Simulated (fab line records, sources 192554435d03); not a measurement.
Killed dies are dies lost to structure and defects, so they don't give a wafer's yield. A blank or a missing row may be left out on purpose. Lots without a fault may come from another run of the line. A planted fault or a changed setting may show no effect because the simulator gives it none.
Chamber matching | flow n5_finfet | N5_BEOL_M8_ETCH_65 on rie_diel-02: 4 sister chambers
The step etches SiARC in CF4, target depth 15.6 nm, time 26 s. 16 wafers are shown with their chamber, then 8 later ones without.

WAFERS WITH THEIR CHAMBER
wafer  | chamber | drypump_motor_current_A (A) | etch_rf_on_time_s (s) | oes_product_au (a.u.)
L079.1 | 2       | 5.6                         | 26.0                  | 0.84
L079.4 | 2       | 5.6                         | 26.3                  | 0.83
L079.6 | 1       | 5.9                         | 26.9                  | 0.75
L081.2 | 2       | 5.6                         | 26.5                  | 0.82
L081.4 | 1       | 5.9                         | 27.7                  | 0.75
L081.6 | 0       | 6.1                         | 25.9                  | 0.58
L086.2 | 2       | 5.6                         | 26.4                  | 0.78
L086.4 | 1       | 5.9                         | 27.5                  | 0.71
L086.6 | 3       | 6.6                         | 27.5                  | 0.56
L088.1 | 2       | 5.6                         | 26.1                  | 0.78
L088.2 | 3       | 6.5                         | 27.7                  | 0.56
L088.3 | 1       | 5.9                         | 27.7                  | 0.71
L089.1 | 3       | 6.6                         | 28.1                  | 0.55
L089.3 | 1       | 5.9                         | 28.1                  | 0.71
L089.4 | 3       | 6.5                         | 28.2                  | 0.55
L091.3 | 0       | 6.2                         | 25.2                  | 0.82

SIGNATURES (means of the wafers above)
reading                 | chamber 0 | chamber 1 | chamber 2 | chamber 3 | scatter within a chamber
drypump_motor_current_A | 6.150     | 5.900     | 5.600     | 6.550     | 0.0354
etch_rf_on_time_s       | 25.550    | 27.580    | 26.260    | 27.875    | 0.355
oes_product_au          | 0.7000    | 0.7260    | 0.8100    | 0.5550    | 0.0532
Rule: a wafer's distance from a chamber is the root of the sum, over the readings, of the square of ((its reading less the chamber's mean) divided by the reading's scatter). The wafer belongs to the nearest chamber; if the next one is less than 2 further off, it can't be placed. The scatter: the root of (the sum of the squares of (reading less its chamber's mean) over the shown wafers, divided by (wafers less chambers)).

WAFERS WITHOUT THEIR CHAMBER
wafer  | drypump_motor_current_A (A) | etch_rf_on_time_s (s) | oes_product_au (a.u.)
L091.4 | 6.1                         | 25.4                  | 0.81
L091.6 | 5.6                         | 26.3                  | 0.75
L094.1 | 5.6                         | 26.5                  | 0.73
L094.2 | 5.9                         | 28.0                  | 0.69
L094.3 | 6.6                         | 26.9                  | 0.81
L097.2 | 6.5                         | 27.0                  | 0.79
L097.4 | 5.6                         | 26.4                  | 0.72
L097.5 | 6.1                         | 24.8                  | 0.79

WHICH CHAMBER EACH WENT THROUGH
wafer  | from the rows above | in truth
L091.4 | 0                   | 0
L091.6 | 2                   | 2
L094.1 | 2                   | 2
L094.2 | 1                   | 1
L094.3 | 3                   | 3
L097.2 | 3                   | 3
L097.4 | 2                   | 2
L097.5 | 0                   | 0
Placed correctly: 8 of 8. Can't be placed from these rows: 0. Placed wrongly: 0.
